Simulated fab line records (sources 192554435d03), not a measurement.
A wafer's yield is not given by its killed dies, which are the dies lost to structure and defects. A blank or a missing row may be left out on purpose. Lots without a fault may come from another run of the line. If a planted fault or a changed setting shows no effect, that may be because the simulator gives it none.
Split-lot study :: flow n5-finfet :: route with 1938 steps; 7 lots, 21 wafers read

## THE SPLIT
At N5_BEOL_M9_HM_DEP_02 (deposits TiN, target thk 20 nm), the setting target-thk-a was moved away from the recipe's 200 angstrom on 5 of the 21 wafers read, by +4.4% to +10.7%. All remaining wafers had this setting at the recipe value.

The split's own step is where the reading is taken.

## THE READING
TiN_of_BEOL_M9_HM_DEP_02.thk-nm (the simulator's own value, which no gauge read), in nm, at N5_BEOL_M9_HM_DEP_02 (deposits TiN, target thk 20 nm). There is no usual value for it anywhere in the file. Here, 16 wafers ran the recipe; their average is 20.1 nm with a standard deviation of 0.2 nm.

wafer: L078.1
tool, chamber at the split: pvd-sputter-03, -
target-thk-a as run, angstrom: 200
against the recipe: recipe
TiN_of_BEOL_M9_HM_DEP_02.thk-nm, nm: 20.2
against lot-mates on the recipe: -

wafer: L078.4
tool, chamber at the split: pvd-sputter-03, -
target-thk-a as run, angstrom: 200
against the recipe: recipe
TiN_of_BEOL_M9_HM_DEP_02.thk-nm, nm: 19.8
against lot-mates on the recipe: -

wafer: L078.5
tool, chamber at the split: pvd-sputter-03, -
target-thk-a as run, angstrom: 200
against the recipe: recipe
TiN_of_BEOL_M9_HM_DEP_02.thk-nm, nm: 20
against lot-mates on the recipe: -

wafer: L085.2
tool, chamber at the split: pvd-sputter-02, -
target-thk-a as run, angstrom: 200
against the recipe: recipe
TiN_of_BEOL_M9_HM_DEP_02.thk-nm, nm: 20
against lot-mates on the recipe: -

wafer: L085.6
tool, chamber at the split: pvd-sputter-02, -
target-thk-a as run, angstrom: 200
against the recipe: recipe
TiN_of_BEOL_M9_HM_DEP_02.thk-nm, nm: 20
against lot-mates on the recipe: -

wafer: L085.4
tool, chamber at the split: pvd-sputter-02, -
target-thk-a as run, angstrom: 200
against the recipe: recipe
TiN_of_BEOL_M9_HM_DEP_02.thk-nm, nm: 19.8
against lot-mates on the recipe: -

wafer: L086.1
tool, chamber at the split: pvd-sputter-01, -
target-thk-a as run, angstrom: 200
against the recipe: recipe
TiN_of_BEOL_M9_HM_DEP_02.thk-nm, nm: 20.2
against lot-mates on the recipe: -

wafer: L086.3
tool, chamber at the split: pvd-sputter-01, -
target-thk-a as run, angstrom: 208.9
against the recipe: +4.4%
TiN_of_BEOL_M9_HM_DEP_02.thk-nm, nm: 21
against lot-mates on the recipe: +0.9

wafer: L086.6
tool, chamber at the split: pvd-sputter-01, -
target-thk-a as run, angstrom: 200
against the recipe: recipe
TiN_of_BEOL_M9_HM_DEP_02.thk-nm, nm: 20
against lot-mates on the recipe: -

wafer: L087.2
tool, chamber at the split: pvd-sputter-02, -
target-thk-a as run, angstrom: 200
against the recipe: recipe
TiN_of_BEOL_M9_HM_DEP_02.thk-nm, nm: 19.8
against lot-mates on the recipe: -

wafer: L087.3
tool, chamber at the split: pvd-sputter-02, -
target-thk-a as run, angstrom: 200
against the recipe: recipe
TiN_of_BEOL_M9_HM_DEP_02.thk-nm, nm: 20
against lot-mates on the recipe: -

wafer: L087.6
tool, chamber at the split: pvd-sputter-02, -
target-thk-a as run, angstrom: 200
against the recipe: recipe
TiN_of_BEOL_M9_HM_DEP_02.thk-nm, nm: 20.2
against lot-mates on the recipe: -

wafer: L091.2
tool, chamber at the split: pvd-sputter-02, -
target-thk-a as run, angstrom: 200
against the recipe: recipe
TiN_of_BEOL_M9_HM_DEP_02.thk-nm, nm: 20.4
against lot-mates on the recipe: -

wafer: L091.4
tool, chamber at the split: pvd-sputter-02, -
target-thk-a as run, angstrom: 200
against the recipe: recipe
TiN_of_BEOL_M9_HM_DEP_02.thk-nm, nm: 20.4
against lot-mates on the recipe: -

wafer: L091.3
tool, chamber at the split: pvd-sputter-02, -
target-thk-a as run, angstrom: 200
against the recipe: recipe
TiN_of_BEOL_M9_HM_DEP_02.thk-nm, nm: 20.2
against lot-mates on the recipe: -

wafer: L095.1
tool, chamber at the split: pvd-sputter-02, -
target-thk-a as run, angstrom: 221.3
against the recipe: +10.7%
TiN_of_BEOL_M9_HM_DEP_02.thk-nm, nm: 21.8
against lot-mates on the recipe: +2.0

wafer: L095.3
tool, chamber at the split: pvd-sputter-02, -
target-thk-a as run, angstrom: 221.3
against the recipe: +10.7%
TiN_of_BEOL_M9_HM_DEP_02.thk-nm, nm: 21.8
against lot-mates on the recipe: +2.0

wafer: L095.2
tool, chamber at the split: pvd-sputter-02, -
target-thk-a as run, angstrom: 200
against the recipe: recipe
TiN_of_BEOL_M9_HM_DEP_02.thk-nm, nm: 19.8
against lot-mates on the recipe: -

wafer: L097.1
tool, chamber at the split: pvd-sputter-01, -
target-thk-a as run, angstrom: 219.5
against the recipe: +9.7%
TiN_of_BEOL_M9_HM_DEP_02.thk-nm, nm: 22.2
against lot-mates on the recipe: +2.0

wafer: L097.2
tool, chamber at the split: pvd-sputter-01, -
target-thk-a as run, angstrom: 219.5
against the recipe: +9.7%
TiN_of_BEOL_M9_HM_DEP_02.thk-nm, nm: 22
against lot-mates on the recipe: +1.8

wafer: L097.4
tool, chamber at the split: pvd-sputter-01, -
target-thk-a as run, angstrom: 200
against the recipe: recipe
TiN_of_BEOL_M9_HM_DEP_02.thk-nm, nm: 20.2
against lot-mates on the recipe: -

FIT RESULTS
A straight line over all 21 wafers: TiN_of_BEOL_M9_HM_DEP_02.thk-nm changes by +0.185 nm for each +1% of target-thk-a; r = +0.96; the points scatter about the line by 0.21 nm.
The same after taking each lot's own level away (the mean of its wafers on the recipe; 21 wafers): +0.191 nm for each +1%; r = +0.99; scatter 0.12 nm.
The reading moves by 2 nm for the largest change in target-thk-a, on that fit.
The span of the lots' own levels, 19.80 to 20.33 nm, comes to 2.7 times the standard deviation stated above.
The two slopes agree, so the slope changes little with the lot-to-lot level.
Check: with one of the wafers moved furthest among these (+10.7%) left out of the fit, the line predicts +2.05 nm for it against its lot-mates. Against them it came out at +2 nm.

## FURTHER SPLITS ON THESE WAFERS
Note: prior to the reading, these wafers also went through further splits. Each is held against what the fit with the lots' levels taken away leaves over:
other split on the same wafers: N5_BEOL_M6_ILD_DEP_00 time-s
wafers away from the commonest value: 10
r with TiN_of_BEOL_M9_HM_DEP_02.thk-nm (lot level and that fit taken away): -0.24

other split on the same wafers: N5_BEOL_M7_COAT_63 spin-rpm
wafers away from the commonest value: 8
r with TiN_of_BEOL_M9_HM_DEP_02.thk-nm (lot level and that fit taken away): -0.15

other split on the same wafers: N5_BEOL_M7_COAT_22 spin-rpm
wafers away from the commonest value: 6
r with TiN_of_BEOL_M9_HM_DEP_02.thk-nm (lot level and that fit taken away): +0.09

other split on the same wafers: N5_BEOL_M8_DESCUM_16 time-s
wafers away from the commonest value: 9
r with TiN_of_BEOL_M9_HM_DEP_02.thk-nm (lot level and that fit taken away): -0.43

other split on the same wafers: N5_BEOL_M8_COAT_22 spin-rpm
wafers away from the commonest value: 4
r with TiN_of_BEOL_M9_HM_DEP_02.thk-nm (lot level and that fit taken away): -0.11

## THE FILE'S OWN FIT
TiN_of_BEOL_M9_HM_DEP_02.thk-nm changes by +0.192 nm for each +1% of target-thk-a, r = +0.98.
